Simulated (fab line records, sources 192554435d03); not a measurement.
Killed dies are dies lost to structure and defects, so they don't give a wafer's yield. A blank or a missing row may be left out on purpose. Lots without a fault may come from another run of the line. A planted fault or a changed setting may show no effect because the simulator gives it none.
Chamber matching | flow n5_finfet | N5_HKMG_FIN_CMP_23 on cmp-02: 4 sister chambers
The step polishes, stops on SiNx, t overpolish 10 s, target thk 46.326 nm. 8 wafers are shown with their chamber, then 8 later ones without.

WAFERS WITH THEIR CHAMBER
wafer  | chamber | motor_current_A (A) | time_to_endpoint_s (s)
L076.4 | 2       | 11.3                | 11.3
L078.5 | 1       | 14.8                | 10.5
L086.2 | 0       | 12.0                | 9.8
L086.3 | 1       | 14.1                | 8.8
L091.2 | 3       | 10.3                | 11.0
L091.4 | 2       | 10.7                | 11.2
L091.5 | 3       | 10.3                | 13.3
L095.3 | 0       | 11.9                | 12.4

WAFERS WITHOUT THEIR CHAMBER
wafer  | motor_current_A (A) | time_to_endpoint_s (s)
L095.4 | 10.8                | 10.1
L095.5 | 14.8                | 9.8
L096.3 | 10.5                | 10.7
L096.4 | 15.4                | 8.2
L096.5 | 12.0                | 10.5
L097.1 | 14.2                | 12.0
L097.2 | 10.4                | 13.2
L097.3 | 10.7                | 14.0

WHICH CHAMBER EACH WENT THROUGH
wafer  | from the rows above     | in truth
L095.4 | can't be placed: 2 or 3 | 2
L095.5 | 1                       | 1
L096.3 | can't be placed: 3 or 2 | 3
L096.4 | 1                       | 1
L096.5 | 0                       | 0
L097.1 | 1                       | 1
L097.2 | can't be placed: 3 or 2 | 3
L097.3 | can't be placed: 3 or 2 | 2
Placed correctly: 4 of 8. Can't be placed from these rows: 4 (the true chamber is among the candidates in 4). Placed wrongly: 0.
How it was worked out, from the rows above alone: a wafer's distance from a chamber is the root of the sum, over the readings, of the square of ((its reading less the chamber's mean) divided by the reading's scatter). The wafer belongs to the nearest chamber; if the next one is less than 2 further off, it can't be placed. A chamber's mean is the mean of its shown wafers. The scatter: the root of (the sum of the squares of (reading less its chamber's mean) over the shown wafers, divided by (wafers less chambers)).
